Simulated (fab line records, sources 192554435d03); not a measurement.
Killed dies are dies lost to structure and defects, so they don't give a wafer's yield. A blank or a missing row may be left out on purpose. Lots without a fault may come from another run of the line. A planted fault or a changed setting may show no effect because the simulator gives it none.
Split-lot experiment | flow n5_finfet | 7 lots, 21 wafers read, on a route of 1938 steps

THE SPLIT
At N5_FIN_CUT_COAT_18 (time 60 s, resist thk 230 nm), the setting spin_rpm was moved away from the recipe's 1500 rpm on 7 of the 21 wafers read, by -11.1% to +8.3%. The other wafers ran this setting at the recipe's value.

FROM THE SPLIT TO THE READING: what the file shows between them, 5 steps
- N5_FIN_CUT_COAT_19: time 60 s, resist thk 20 nm (also split here: time_s)
- N5_FIN_CUT_COAT_29: time 60 s, resist thk 10 nm
- N5_FIN_CUT_COAT_02: resist thk 30 nm
- N5_FIN_CUT_ETCH_30: etches underlayer in N2/H2, target depth 13 nm, time 10.4 s
- N5_FIN_CUT_ETCH_20: etches SiARC in CF4, target depth 26 nm, time 43.3 s

THE READING
etch.depth_nm (the simulator's own value, which no gauge read), in nm, at N5_FIN_CUT_ETCH_21 (etches SOC in N2/H2, target depth 219 nm, overetch 43.8 nm, time 523.5 s). The file gives no usual value for it. The 14 wafers here that ran the recipe average 230.1 nm, standard deviation 0.65 nm.

wafer  | tool, chamber at the split | spin_rpm as run, rpm | against the recipe | etch.depth_nm, nm | against lot-mates on the recipe
L074.3 | litho_track-04, 0          | 1500                 | recipe             | 231               | -
L074.4 | litho_track-04, 0          | 1370                 | -8.7%              | 241.9             | +11.1
L074.6 | litho_track-04, 0          | 1500                 | recipe             | 230.6             | -
L076.2 | litho_track-02, 0          | 1624                 | +8.3%              | 221.1             | -8.7
L076.3 | litho_track-02, 0          | 1500                 | recipe             | 229.4             | -
L076.6 | litho_track-02, 0          | 1500                 | recipe             | 230.2             | -
L077.2 | litho_track-03, 0          | 1546                 | +3.1%              | 227.2             | -3.9
L077.3 | litho_track-03, 0          | 1500                 | recipe             | 231.1             | -
L077.4 | litho_track-03, 0          | 1546                 | +3.1%              | 227.8             | -3.3
L078.1 | litho_track-03, 0          | 1500                 | recipe             | 230.1             | -
L078.2 | litho_track-03, 0          | 1542                 | +2.8%              | 227               | -3.1
L078.5 | litho_track-03, 0          | 1542                 | +2.8%              | 227.8             | -2.3
L079.1 | litho_track-02, 0          | 1500                 | recipe             | 229.2             | -
L079.3 | litho_track-02, 0          | 1500                 | recipe             | 229.2             | -
L079.5 | litho_track-02, 0          | 1500                 | recipe             | 229.7             | -
L096.1 | litho_track-02, 0          | 1500                 | recipe             | 229.5             | -
L096.3 | litho_track-02, 0          | 1334                 | -11.1%             | 244.2             | +13.9
L096.6 | litho_track-02, 0          | 1500                 | recipe             | 231               | -
L097.1 | litho_track-02, 0          | 1500                 | recipe             | 230.1             | -
L097.2 | litho_track-02, 0          | 1500                 | recipe             | 230.2             | -
L097.6 | litho_track-02, 0          | 1500                 | recipe             | 229.5             | -

THE FIT
A straight line over all 21 wafers: etch.depth_nm changes by -1.21 nm for each +1% of spin_rpm; r = -0.99; the points scatter about the line by 0.77 nm.
The same after taking each lot's own level away (the mean of its wafers on the recipe; 21 wafers): -1.2 nm for each +1%; r = -0.99; scatter 0.51 nm.
On that fit, the largest move of spin_rpm shifts the reading by 13 nm.
The lots' own levels span 229.37 to 231.10 nm, that is 2.7 times the standard deviation above.
So the lot-to-lot level changes the slope little: the two slopes agree.
Check: with one of the wafers moved furthest among these (-11.1%) left out of the fit, the line predicts +13 nm for it against its lot-mates. It came out at +13.9 nm against them.

OTHER SPLITS ON THESE WAFERS
These wafers also went through other splits before the reading. Each is held against what the fit with the lots' levels taken away leaves over:
other split on the same wafers        | wafers away from the commonest value | r with etch.depth_nm (lot level and that fit taken away)
N5_ZERO_LAYER_COAT_05 spin_rpm        | 10                                   | +0.06
N5_ZERO_LAYER_EXPOSE_08 dose_mj       | 9                                    | +0.08
N5_WELL_APT_EXPOSE_05 dose_mj         | 6                                    | +0.11
N5_WELL_APT_DEVELOP_07 develop_time_s | 5                                    | -0.27
N5_FIN_SAQP_SPACER1_ALD_24 ald_cycles | 6                                    | -0.06
N5_FIN_CUT_COAT_19 time_s             | 8                                    | +0.15

THE WHOLE CHAIN: every reading that the file lists as answering this split, in the file's order
step               | what it does                                                             | reading                                                                        | change (the file's fit)              | r (the file's)
N5_FIN_CUT_COAT_18 | time 60 s, resist thk 230 nm                                             | SOC_of_FIN_CUT_COAT_18.thk_nm (the simulator's own value, which no gauge read) | -1.21 nm for each +1% of the setting | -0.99
N5_FIN_CUT_ETCH_21 | etches SOC in N2/H2, target depth 219 nm, overetch 43.8 nm, time 523.5 s | etch.depth_nm (the simulator's own value, which no gauge read)                 | -1.21 nm for each +1% of the setting | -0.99

THE FILE'S OWN FIT
etch.depth_nm changes by -1.21 nm for each +1% of spin_rpm, r = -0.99.
